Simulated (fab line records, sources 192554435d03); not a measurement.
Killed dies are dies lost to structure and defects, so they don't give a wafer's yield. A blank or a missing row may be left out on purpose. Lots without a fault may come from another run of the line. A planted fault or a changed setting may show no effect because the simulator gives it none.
fab line records | flow n5_finfet
record lots=7 wafers=21
route steps=1938 shown BEOL_M4@1070 BEOL_M5@1115 BEOL_M6@1194
start_h: hours from the record's first day to the start of the lot's first wafer shown | wait_h: hours since the lot's step before | " the same as in the row above | L1.1+2: a row that stands for several wafers | - no value, or no start given | * or withheld: withheld | < > ~ a bound
route shown NAME@n: a module of which the file shows steps, and the number in the route of the first | usual: mean/standard deviation of fault-free wafers | same: alike in all rows | chamber/n: place in a boat | sites: the reading at each site | _std_site: their standard deviation | _edge_site: outer sites' mean less inner sites' | radius_mm: how far each site lies from the wafer's centre | mask NAME#n: copy n | behind: the tool/chamber that last shaped the wafer | hold: why the lot was held/for how many hours/how that ended | device: the transistor (n, p or np) that didn't switch | end of line: the same wafers' tests at the end of the route | a step without rows: its recipe alone | killed: dies lost to structure and defects at the first sort, not the wafer's yield | map: a wafer's dies, x killed, . not, _ none there
set.NAME: the setting as run; set.NAME@STEP: as run at that earlier step | model.NAME: the simulator's own value behind a step, which no gauge read
lots whose settings were changed on purpose; a table a step, a row a wafer
## steps
# step N5_BEOL_M4_TRENCH_ETCH_37
# recipe chemistry=C4F6/O2 target_depth_a=555.55 target=SiOC time_s=29.2 ion_energy_ev=250 pressure_mtorr=30 source_w=355 bias_w=185 Ar_flow_sccm=300 C4F6_flow_sccm=10 O2_flow_sccm=10
# columns lot.wafer tool chamber start_h wait_h set.time_s model.BEOL_M4.feature_depth_nm model.etch.depth_nm
L077.2 rie_diel-01 1 - - 33.9 67.2 67.13
L077.4 " 0 " " 33.9 65.6 65.7
L077.6 " 2 " " 29.2 55.4 55.42
L081.2 rie_diel-05 2 - - 29.2 53.6 53.61
L081.5 " 1 " " 29.2 55 54.92
L081.6 " 2 " " 29.2 53.2 53.26
L082.4 rie_diel-05 3 - - 26.24 50 49.94
L082.5 " 0 " " 26.24 49.2 49.25
L082.6 " 1 " " 29.2 55.6 55.53
L087.1 rie_diel-01 3 - - 27.02 52.6 52.59
L087.4 " 1 " " 29.2 57.6 57.51
L087.6 " 1 " " 27.02 54.2 54.13
L086.1 rie_diel-01 1 - - 32.96 65.2 65.27
L086.3 " 0 " " 29.2 56.6 56.62
L086.6 " 1 " " 32.96 65 65.09
L090.2 rie_diel-01 1 - - 26.32 51.4 51.34
L090.3 " 0 " " 29.2 56.2 56.26
L090.6 " 1 " " 26.32 51.6 51.57
L095.1 rie_diel-05 2 - - 23.35 45 45.04
L095.3 " 1 " " 23.35 44.4 44.46
L095.4 " 0 " " 29.2 55.4 55.46
# step N5_BEOL_M4_ETCH_41
# recipe chemistry=CH3F/O2 target=SiCN target_depth_a=299 taper_deg=2 time_s=52.5 ion_energy_ev=120 mask_material=TiN pressure_mtorr=30 source_w=395 bias_w=75 Ar_flow_sccm=150 CH3F_flow_sccm=30 O2_flow_sccm=20
# step N5_BEOL_M4_STRIP_97
# recipe chemistry=N2/H2 time_s=10 power_w=450 temp_c=40 pressure_mtorr=20 rf_frequency_hz=6e+07 bias_power_w=7 n2_flow_sccm=200 h2_flow_sccm=200
# step N5_BEOL_M4_OCD_MEAS_38
# usual trench_depth_nm=55.7/1.2
# columns lot.wafer tool chamber start_h wait_h set.time_s@BEOL_M4_TRENCH_ETCH_37 trench_depth_nm
L077.2 ocd-02 - 183.53 - 33.9 67.3
L077.4 " - " " 33.9 65.7
L077.6 " - " " 29.2 55.7
L081.2 ocd-02 - 192.75 - 29.2 53.6
L081.5 " - " " 29.2 54.9
L081.6 " - " " 29.2 53.0
L082.4 ocd-01 - 208.61 - 26.24 50.7
L082.5 " - " " 26.24 49.4
L082.6 " - " " 29.2 55.8
L087.1 ocd-02 - 238.59 - 27.02 52.7
L087.4 " - " " 29.2 57.6
L087.6 " - " " 27.02 53.9
L086.1 ocd-02 - 242.03 - 32.96 65.3
L086.3 " - " " 29.2 56.3
L086.6 " - " " 32.96 64.9
L090.2 ocd-01 - 256.46 - 26.32 51.2
L090.3 " - " " 29.2 56.1
L090.6 " - " " 26.32 51.7
L095.1 ocd-02 - 289.22 - 23.35 45.4
L095.3 " - " " 23.35 44.8
L095.4 " - " " 29.2 55.6
# step N5_BEOL_M4_HM_STRIP_39
# recipe chemistry=peroxide_tin_strip material=TiN target_depth_a=250 temp_c=50 time_s=158
# step N5_BEOL_M4_SRD_40
# recipe time_s=30 temp_c=23 rinse_liquid=diw dry=ipa_marangoni
# step N5_BEOL_M4_ECD_50
# recipe material=Cu target_thk_a=3000
# step N5_BEOL_M4_ANNEAL_51
# recipe temp_c=225 time_s=90 ambient=N2
# step N5_BEOL_M4_CMP_52
# recipe stop_on=SiOC t_overpolish_s=6.8 down_force_psi=1 platen_rpm=50 clearing_platen_down_force_psi=1.5 clearing_platen_rpm=50 post_cmp_clean=cu_alkaline target_thk_nm=40 clearing_platen_pad_velocity_m_s=0.99484 pad_velocity_m_s=0.99484
# columns lot.wafer tool chamber start_h wait_h set.time_s@BEOL_M4_TRENCH_ETCH_37 model.Cu_of_BEOL_M4_ECD_50.thk_nm
L077.2 cmp-04 1 187.24 0.3 33.9 53.8
L077.4 " 2 " " 33.9 51
L077.6 " 1 " " 29.2 42.8
L081.2 cmp-03 1 197.73 0.3 29.2 38.2
L081.5 " 3 " " 29.2 38
L081.6 " 0 " " 29.2 36.8
L082.4 cmp-03 3 212.08 0.2 26.24 33.8
L082.6 " 2 " " 29.2 40.6
L082.5 " 3 " " 26.24 34.4
L087.4 cmp-01 1 241.91 0.1 29.2 43
L087.1 " 0 " " 27.02 38.6
L087.6 " 1 " " 27.02 40.8
L086.3 cmp-03 3 247.08 0.2 29.2 42.2
L086.1 " 0 " " 32.96 51.6
L086.6 " 3 " " 32.96 50.2
L090.3 cmp-01 3 260.35 0.2 29.2 41.4
L090.2 " 0 " " 26.32 36
L090.6 " 1 " " 26.32 36.4
L095.3 cmp-03 1 294.63 0.4 23.35 29.2
L095.1 " 2 " " 23.35 29
L095.4 " 3 " " 29.2 40.4
# step N5_BEOL_M4_THK_MEAS_53
# recipe thk_meas_gauge=xrf reads=Cu_of_BEOL_M4_ECD_50
# usual M4_THK=40.6/1.7
# columns lot.wafer tool chamber start_h wait_h set.time_s@BEOL_M4_TRENCH_ETCH_37 M4_THK[nm]
L077.2 film_metro-01 - 187.50 - 33.9 54.4
L077.4 " - " " 33.9 51.3
L077.6 " - " " 29.2 43.2
L081.2 film_metro-01 - 197.95 - 29.2 38.3
L081.5 " - " " 29.2 38.0
L081.6 " - " " 29.2 36.8
L082.4 film_metro-02 - 212.34 - 26.24 33.9
L082.5 " - " " 26.24 34.6
L082.6 " - " " 29.2 40.6
L087.1 film_metro-01 - 242.20 - 27.02 38.1
L087.4 " - " " 29.2 42.5
L087.6 " - " " 27.02 40.4
L086.1 film_metro-02 - 247.37 - 32.96 52.2
L086.3 " - " " 29.2 42.9
L086.6 " - " " 32.96 51.0
L090.2 film_metro-01 - 260.57 - 26.32 35.9
L090.3 " - " " 29.2 41.2
L090.6 " - " " 26.32 36.3
L095.1 film_metro-01 - 294.92 - 23.35 29.0
L095.3 " - " " 23.35 29.1
L095.4 " - " " 29.2 40.2
# step N5_BEOL_M4_PRE_CLEAN_60
# recipe gas=NH3/H2 time_s=15 temp_c=* rf_power_w=300
# step N5_BEOL_M4_CO_CAP_55
# recipe material=Co target_thk_a=20 temp_c=200 precursor=CCTBA/H2 pressure_torr=30 time_s=102.1
# step N5_BEOL_M4_PRE_CLEAN_56
# recipe gas=NH3 time_s=15 temp_c=withheld rf_power_w=300
# step N5_BEOL_M4_DEP_57
# recipe material=SiCN target_thk_a=80 temp_c=withheld precursor=3MS/NH3 pressure_torr=3 rf_w=202 time_s=14
# step N5_BEOL_M4_RS_MEAS_58
# recipe thk_meas_gauge=four-point-probe reads=Co_of_BEOL_M4_CO_CAP_55+Cu_of_BEOL_M4_ECD_50+Co_of_BEOL_M4_CVD_47+TaN_of_BEOL_M4_ALD_84
# usual M4_RS=0.66/0.035
# columns lot.wafer tool chamber start_h wait_h set.time_s@BEOL_M4_TRENCH_ETCH_37 M4_RS[ohm/sq]
L077.2 film_metro-01 - 187.76 0.1 33.9 0.46
L077.4 " - " " 33.9 0.49
L077.6 " - " " 29.2 0.61
L081.2 film_metro-02 - 198.21 0.1 29.2 0.71
L081.5 " - " " 29.2 0.71
L081.6 " - " " 29.2 0.74
L082.4 film_metro-02 - 212.63 0.1 26.24 0.83
L082.5 " - " " 26.24 0.81
L082.6 " - " " 29.2 0.66
L087.1 film_metro-01 - 242.46 0.0 27.02 0.70
L087.4 " - " " 29.2 0.61
L087.6 " - " " 27.02 0.65
L086.1 film_metro-02 - 247.64 0.0 32.96 0.49
L086.3 " - " " 29.2 0.62
L086.6 " - " " 32.96 0.50
L090.2 film_metro-01 - 260.83 0.1 26.32 0.77
L090.3 " - " " 29.2 0.64
L090.6 " - " " 26.32 0.75
L095.1 film_metro-02 - 295.32 0.1 23.35 1.02
L095.3 " - " " 23.35 1.01
L095.4 " - " " 29.2 0.66
# step N5_BEOL_M4_RC_MEAS_101
# usual COMB_M1=5.7e-11/1.2e-11 COMB_M2=5.9e-11/1.2e-11 COMB_M3=5.7e-11/9.5e-12 SERP_M1=190/15 SERP_M2=179/12 SERP_M4=192/16
# columns lot.wafer tool chamber start_h wait_h set.time_s@BEOL_M4_TRENCH_ETCH_37 COMB_M1[S/m] COMB_M2[S/m] COMB_M3[S/m] SERP_M1[ohm/um] SERP_M2[ohm/um] SERP_M4[ohm/um]
L077.2 prober-02 0 187.97 0.2 33.9 4.2e-11 5.2e-11 6.1e-11 182 174 131
L077.4 " 0 " " 33.9 4.8e-11 5.4e-11 5.9e-11 179 172 147
L077.6 " 0 " " 29.2 4.6e-11 6.5e-11 7e-11 188 162 172
L081.2 prober-02 0 198.42 0.2 29.2 6.4e-11 5.8e-11 5.4e-11 183 149 217
L081.5 " 0 " " 29.2 5.6e-11 6.8e-11 5.7e-11 189 179 212
L081.6 " 0 " " 29.2 7.6e-11 6.8e-11 6.1e-11 173 176 193
L082.4 prober-01 0 213.14 0.5 26.24 6.4e-11 5.7e-11 4.9e-11 153 174 235
L082.5 " 0 " " 26.24 5.6e-11 5.6e-11 6.5e-11 185 184 235
L082.6 " 0 " " 29.2 6.9e-11 5.3e-11 5.8e-11 189 183 167
L087.1 prober-01 0 242.52 0.0 27.02 6.9e-11 7.1e-11 5.3e-11 179 162 201
L087.4 " 0 " " 29.2 4.7e-11 6.8e-11 4.9e-11 180 199 178
L087.6 " 0 " " 27.02 4.9e-11 6.3e-11 4.9e-11 204 191 184
L086.1 prober-01 0 247.69 0.0 32.96 6.3e-11 7.6e-11 3.6e-11 196 194 141
L086.3 " 0 " " 29.2 8e-11 6.8e-11 5e-11 199 204 189
L086.6 " 0 " " 32.96 4.7e-11 3.3e-11 4.3e-11 188 200 148
L090.2 prober-01 0 261.04 0.2 26.32 6.6e-11 7.9e-11 4.5e-11 188 174 218
L090.3 " 0 " " 29.2 5.6e-11 6.9e-11 5.1e-11 194 178 182
L090.6 " 0 " " 26.32 4.4e-11 6.1e-11 5e-11 183 178 229
L095.1 prober-02 0 295.37 0.0 23.35 3.9e-11 5.6e-11 5.1e-11 203 190 287
L095.3 " 0 " " 23.35 7.7e-11 8.8e-11 5.1e-11 210 208 278
L095.4 " 0 " " 29.2 4.2e-11 6.3e-11 6.4e-11 188 216 196
# step N5_BEOL_M5_PECVD_70
# recipe material=SiO2 target_thk_a=160 temp_c=400 precursor=TEOS/O2 pressure_torr=5.5 rf_w=450 teos_flow_sccm=53.8 gas=O2 flow_sccm=3000 time_s=18
# columns lot.wafer tool chamber start_h wait_h set.temp_c model.SiO2_of_BEOL_M5_PECVD_70.thk_nm
L077.2 pecvd-01 0 189.38 0.0 389.3 16.6
L077.4 " 1 " " 400 16.4
L077.6 " 0 " " 389.3 17
L081.2 pecvd-03 0 199.85 0.0 400 15.6
L081.5 " 2 " " 400 16
L081.6 " 1 " " 400 15.8
L082.4 pecvd-04 2 214.51 0.1 406.8 15.6
L082.5 " 0 " " 406.8 15.4
L082.6 " 1 " " 400 16.2
L087.1 pecvd-03 1 244.09 0.0 400 16
L087.4 " 2 " " 400 16.4
L087.6 " 0 " " 406.7 15.4
L086.1+6 pecvd-01 1,2 249.26 0.0 400 15.8
L086.3 " 2 " " 400 16
L090.2+3 pecvd-01 0,1 262.47 0.0 400 15.8
L090.6 " 2 " " 385.7 17.4
L095.1+3 pecvd-01 0,1 296.94 0.0 400 15.6
L095.4 " 0 " " 400 16
# step N5_BEOL_M5_HM_DEP_02
# recipe material=TiN target_thk_a=200 temp_c=25 chamber_pressure_pa=0.49996
# columns lot.wafer tool chamber start_h wait_h set.target_thk_a model.TiN_of_BEOL_M5_HM_DEP_02.thk_nm
L077.2 pvd_sputter-03 - 190.01 0.6 200 20
L077.4 " - " " 200 19.8
L077.6 " - " " 187.4 18.8
L081.2 pvd_sputter-01 - 200.73 0.9 200 20.2
L081.5+6 " - " " 200 20.4
L082.4 pvd_sputter-03 - 215.25 0.7 200 20.2
L082.5 " - " " 211.2 21
L082.6 " - " " 211.2 21.2
L087.1 pvd_sputter-02 - 245.30 1.2 200 20.2
L087.4 " - " " 188.2 19
L087.6 " - " " 188.2 18.8
L086.1 pvd_sputter-03 - 249.99 0.7 200 19.8
L086.3+6 " - " " 200 20
L090.2 pvd_sputter-01 - 262.68 0.2 224.1 22.6
L090.3+6 " - " " 200 20.2
L095.1 pvd_sputter-03 - 297.66 0.7 200 20
L095.3 " - " " 200 19.8
L095.4 " - " " 225 22.4
# step N5_BEOL_M5_COAT_59
# recipe resist=SOC temp_c=250 time_s=60 spin_rpm=1500 resist_thk_nm=60
# step N5_BEOL_M5_COAT_60
# recipe resist=SiARC temp_c=220 time_s=60 spin_rpm=1500 resist_thk_nm=12
# step N5_BEOL_M5_STRIP_73
# recipe chemistry=N2/H2 temp_c=40 n2_flow_sccm=200 h2_flow_sccm=200 rf_frequency_hz=6e+07
# step N5_BEOL_M5_STRIP_64
# recipe chemistry=CF4 resist=SiARC power_w=300 bias_power_w=75 pressure_mtorr=50 cf4_flow_sccm=150 rf_frequency_hz=6e+07
# step N5_BEOL_M5_HM_OPEN_17
# recipe chemistry=Cl2/BCl3 target_depth_a=200 overetch_a=60 target=TiN mask_material=SOC ion_energy_ev=150 pressure_mtorr=10 icp_w=1000 bias_w=126 Cl2_flow_sccm=53.25 bcl3_flow_sccm=21.75 Ar_flow_sccm=25
# columns lot.wafer tool chamber start_h wait_h set.target_thk_a@BEOL_M5_HM_DEP_02 model.etch.depth_nm
L077.2 rie_metal-01 1 190.77 0.0 200 20.05
L077.4 " 1 " " 200 19.88
L077.6 " 0 " " 187.4 18.84
L081.2 rie_metal-02 0 201.49 0.0 200 20.24
L081.5 " 1 " " 200 20.43
L081.6 " 0 " " 200 20.37
L082.4 rie_metal-03 1 216.43 0.1 200 20.29
L082.5 " 0 " " 211.2 21.05
L082.6 " 1 " " 211.2 21.27
L087.1 rie_metal-01 0 246.16 0.0 200 20.3
L087.4 " 0 " " 188.2 18.96
L087.6 " 1 " " 188.2 18.74
L086.1 rie_metal-02 0 251.27 0.0 200 19.85
L086.3 " 1 " " 200 20.07
L086.6 " 1 " " 200 19.91
L090.2 rie_metal-03 0 263.67 0.0 224.1 22.64
L090.3 " 1 " " 200 20.2
L090.6 " 0 " " 200 20.15
L095.1 rie_metal-02 1 298.63 0.1 200 20.02
L095.3 " 0 " " 200 19.79
L095.4 " 1 " " 225 22.43
# step N5_BEOL_M6_ILD_DEP_00
# recipe material=SiCOH_lowk target_thk_a=1797.5 temp_c=300 precursor=DEMS/porogen pressure_torr=5 rf_w=500 time_s=33.4
# columns lot.wafer tool chamber start_h wait_h set.time_s model.SiCOH_lowk_of_BEOL_M6_ILD_DEP_00.thk_nm
L077.2 pecvd-02 2 198.78 0.0 29.35 154.2
L077.4 " 0 " " 33.4 182
L077.6 " 2 " " 33.4 177.6
L081.2 pecvd-04 2 211.95 0.0 33.4 177.6
L081.5 " 1 " " 33.4 183.2
L081.6 " 2 " " 33.4 184
L082.4 pecvd-02 2 225.19 0.1 33.4 179.6
L082.5 " 0 " " 33.4 181.8
L082.6 " 1 " " 33.4 182
L087.1 pecvd-02 0 253.85 0.0 35.87 190.8
L087.4 " 0 " " 33.4 181.6
L087.6 " 1 " " 35.87 194
L086.1 pecvd-03 0 260.61 0.0 33.4 179.2
L086.3 " 2 " " 30.11 160.4
L086.6 " 1 " " 33.4 181.4
L090.2 pecvd-04 2 274.09 0.0 33.4 174.2
L090.3 " 1 " " 33.4 176.4
L090.6 " 0 " " 33.4 177.8
L095.1 pecvd-02 0 308.02 0.0 33.4 180.2
L095.3 " 1 " " 31.46 170
L095.4 " 0 " " 33.4 182.4
# step N5_BEOL_M6_CURE_74
# recipe temp_c=385 time_s=240 ambient=He/Ar material=SiCOH_lowk
# columns lot.wafer tool chamber start_h wait_h set.time_s@BEOL_M6_ILD_DEP_00 model.SiCOH_lowk_of_BEOL_M6_ILD_DEP_00.thk_nm
L077.2 uv_cure-01 0 198.92 0.1 29.35 132.8
L077.4 " 0 " " 33.4 157
L077.6 " 0 " " 33.4 153.2
L081.2 uv_cure-01 0 212.10 0.1 33.4 153.2
L081.5 " 0 " " 33.4 158
L081.6 " 0 " " 33.4 158.8
L082.4 uv_cure-03 2 225.47 0.3 33.4 154.8
L082.5 " 2 " " 33.4 156.8
L082.6 " 2 " " 33.4 157
L087.1 uv_cure-01 0 253.91 0.0 35.87 164.6
L087.4 " 0 " " 33.4 156.6
L087.6 " 0 " " 35.87 167.4
L086.1 uv_cure-03 1 260.67 0.0 33.4 154.4
L086.3 " 1 " " 30.11 138.2
L086.6 " 1 " " 33.4 156.6
L090.2 uv_cure-01 1 274.48 0.4 33.4 150
L090.3 " 1 " " 33.4 152.2
L090.6 " 1 " " 33.4 153.4
L095.1 uv_cure-02 0 308.09 0.0 33.4 155.4
L095.3 " 0 " " 31.46 146.4
L095.4 " 0 " " 33.4 157.4
# step N5_BEOL_M6_THK_MEAS_01
# recipe reads=SiCOH_lowk_of_BEOL_M6_ILD_DEP_00
# usual M6_ILD_THK=155.1/2
# columns lot.wafer tool chamber start_h wait_h set.time_s@BEOL_M6_ILD_DEP_00 M6_ILD_THK[nm]
L077.2 film_metro-02 - 199.35 0.4 29.35 132.8
L077.4 " - " " 33.4 157.0
L077.6 " - " " 33.4 153.0
L081.2 film_metro-02 - 212.53 0.4 33.4 153.2
L081.5 " - " " 33.4 158.2
L081.6 " - " " 33.4 158.9
L082.4 film_metro-01 - 225.74 0.2 33.4 154.8
L082.5 " - " " 33.4 156.9
L082.6 " - " " 33.4 157.0
L087.1 film_metro-02 - 254.43 0.4 35.87 164.6
L087.4 " - " " 33.4 156.6
L087.6 " - " " 35.87 167.5
L086.1 film_metro-01 - 261.18 0.4 33.4 154.6
L086.3 " - " " 30.11 138.3
L086.6 " - " " 33.4 156.5
L090.2 film_metro-02 - 276.11 1.3 33.4 150.1
L090.3 " - " " 33.4 152.1
L090.6 " - " " 33.4 153.4
L095.1 film_metro-02 - 308.60 0.4 33.4 155.4
L095.3 " - " " 31.46 146.5
L095.4 " - " " 33.4 157.4
# step N5_BEOL_M6_PECVD_70
# recipe material=SiO2 target_thk_a=200 temp_c=400 precursor=TEOS/O2 pressure_torr=5.5 rf_w=450 teos_flow_sccm=53.8 gas=O2 flow_sccm=3000 time_s=22.7
# columns lot.wafer tool chamber start_h wait_h set.temp_c model.SiO2_of_BEOL_M6_PECVD_70.thk_nm
L077.2+4 pecvd-04 0,2 199.39 0.0 387.6 21.4
L077.6 " 1 " " 387.6 21.6
L081.2+5 pecvd-04 0 212.57 0.0 400 20.2
L081.6 " 2 " " 400 19.6
L082.4 pecvd-04 1 225.80 0.1 408.6 19
L082.5 " 0 " " 400 20
L082.6 " 2 " " 408.6 18.8
L087.1 pecvd-03 1 254.46 0.0 400 20
L087.4+6 " 0,2 " " 400 19.8
L086.1 pecvd-04 1 261.22 0.0 408.9 18.6
L086.3 " 0 " " 408.9 18.8
L086.6 " 2 " " 400 20
L090.2 pecvd-03 2 276.15 0.0 400 20
L090.3 " 1 " " 400 19.8
L090.6 " 2 " " 400 20.4
L095.1 pecvd-03 2 308.64 0.0 400 19.8
L095.3+4 " 1,0 " " 415.5 18.2
# step N5_BEOL_M6_HM_DEP_02
# recipe material=TiN target_thk_a=200 temp_c=25 chamber_pressure_pa=0.49996
# step N5_BEOL_M6_COAT_59
# recipe resist=SOC temp_c=250 time_s=60 spin_rpm=1500 resist_thk_nm=100
# step N5_BEOL_M6_STRIP_80
# recipe chemistry=N2/H2 time_s=10 power_w=450 temp_c=40 pressure_mtorr=20 rf_frequency_hz=6e+07 bias_power_w=7 n2_flow_sccm=200 h2_flow_sccm=200
# step N5_BEOL_M6_HM_STRIP_39
# recipe chemistry=peroxide_tin_strip material=TiN target_depth_a=250 temp_c=50 time_s=158
# columns lot.wafer tool chamber start_h wait_h set.temp_c@BEOL_M6_PECVD_70 model.SiO2_of_BEOL_M6_PECVD_70.thk_nm
L077.2 wet_bench-03 3 204.96 0.0 387.6 21.2
L077.4+6 " 5,4 " " 387.6 21.4
L081.2+5 wet_bench-03 3,6 218.18 0.0 400 20
L081.6 " 2 " " 400 19.6
L082.4 wet_bench-06 4 229.00 0.1 408.6 18.8
L082.5 " 7 " " 400 20
L082.6 " 0 " " 408.6 18.6
L087.1 wet_bench-04 0 258.35 0.0 400 20
L087.4+6 " 7,1 " " 400 19.8
L086.1 wet_bench-04 2 266.37 0.0 408.9 18.4
L086.3 " 1 " " 408.9 18.8
L086.6 " 4 " " 400 20
L090.2+3 wet_bench-03 7,3 280.02 0.0 400 19.8
L090.6 " 0 " " 400 20.2
L095.1 wet_bench-03 5 311.86 0.0 400 19.8
L095.3+4 " 0,4 " " 415.5 18
# step N5_BEOL_M6_DEP_56
# recipe material=SiCN target_thk_a=100 temp_c=withheld precursor=3MS/NH3 pressure_torr=3 rf_w=202 time_s=17.5
# columns lot.wafer tool chamber start_h wait_h set.time_s model.SiCN_of_BEOL_M6_DEP_56.thk_nm
L077.2 pecvd-04 2 207.77 0.0 17.5 10
L077.4+6 " 0,2 " " 17.5 10.2
L081.2 pecvd-04 0 220.28 0.0 17.5 10
L081.5+6 " 0,1 " " 17.5 10.2
L082.4+6 pecvd-02 1,2 232.07 0.0 17.5 10.2
L082.5 " 0 " " 17.5 10.6
L087.1 pecvd-02 0 261.65 0.0 17.5 9.8
L087.4 " 0 " " 17.5 10.2
L087.6 " 2 " " 18.7 10.6
L086.1+3 pecvd-03 2,1 269.07 0.0 16.63 9.4
L086.6 " 1 " " 17.5 10.2
L090.2+3 pecvd-03 0,2 282.65 0.0 17.5 9.8
L090.6 " 0 " " 19.48 11.2
L095.1 pecvd-03 1 314.68 0.0 17.5 10
L095.3 " 2 " " 17.5 9.8
L095.4 " 0 " " 18.56 10.6
## key
split step=N5_BEOL_M4_TRENCH_ETCH_37 setting=time_s stated=29.2 by=wafer
response step=N5_BEOL_M4_TRENCH_ETCH_37 reading=model.BEOL_M4.feature_depth_nm change=+0.591 per=1% r=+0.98
response step=N5_BEOL_M4_TRENCH_ETCH_37 reading=model.etch.depth_nm change=+0.592 per=1% r=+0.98
response step=N5_BEOL_M4_OCD_MEAS_38 reading=trench_depth_nm change=+0.586 per=1% r=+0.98
response step=N5_BEOL_M4_CMP_52 reading=model.Cu_of_BEOL_M4_ECD_50.thk_nm change=+0.587 per=1% r=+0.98
response step=N5_BEOL_M4_THK_MEAS_53 reading=M4_THK change=+0.584 per=1% r=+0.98
response step=N5_BEOL_M4_RS_MEAS_58 reading=M4_RS change=-0.0132 per=1% r=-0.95
response step=N5_BEOL_M4_RC_MEAS_101 reading=SERP_M4 change=-3.74 per=1% r=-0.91
split step=N5_BEOL_M5_PECVD_70 setting=temp_c stated=400 by=wafer
response step=N5_BEOL_M5_PECVD_70 reading=model.SiO2_of_BEOL_M5_PECVD_70.thk_nm change=-0.364 per=1% r=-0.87
split step=N5_BEOL_M5_HM_DEP_02 setting=target_thk_a stated=200 by=wafer
response step=N5_BEOL_M5_HM_DEP_02 reading=model.TiN_of_BEOL_M5_HM_DEP_02.thk_nm change=+0.196 per=1% r=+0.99
response step=N5_BEOL_M5_HM_OPEN_17 reading=model.etch.depth_nm change=+0.201 per=1% r=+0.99
split step=N5_BEOL_M6_ILD_DEP_00 setting=time_s stated=33.4 by=wafer
response step=N5_BEOL_M6_ILD_DEP_00 reading=model.SiCOH_lowk_of_BEOL_M6_ILD_DEP_00.thk_nm change=+1.96 per=1% r=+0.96
response step=N5_BEOL_M6_CURE_74 reading=model.SiCOH_lowk_of_BEOL_M6_ILD_DEP_00.thk_nm change=+1.71 per=1% r=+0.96
response step=N5_BEOL_M6_THK_MEAS_01 reading=M6_ILD_THK change=+1.7 per=1% r=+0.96
split step=N5_BEOL_M6_PECVD_70 setting=temp_c stated=400 by=wafer
response step=N5_BEOL_M6_PECVD_70 reading=model.SiO2_of_BEOL_M6_PECVD_70.thk_nm change=-0.466 per=1% r=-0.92
response step=N5_BEOL_M6_HM_STRIP_39 reading=model.SiO2_of_BEOL_M6_PECVD_70.thk_nm change=-0.524 per=1% r=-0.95
split step=N5_BEOL_M6_DEP_56 setting=time_s stated=17.5 by=wafer
response step=N5_BEOL_M6_DEP_56 reading=model.SiCN_of_BEOL_M6_DEP_56.thk_nm change=+0.119 per=1% r=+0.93
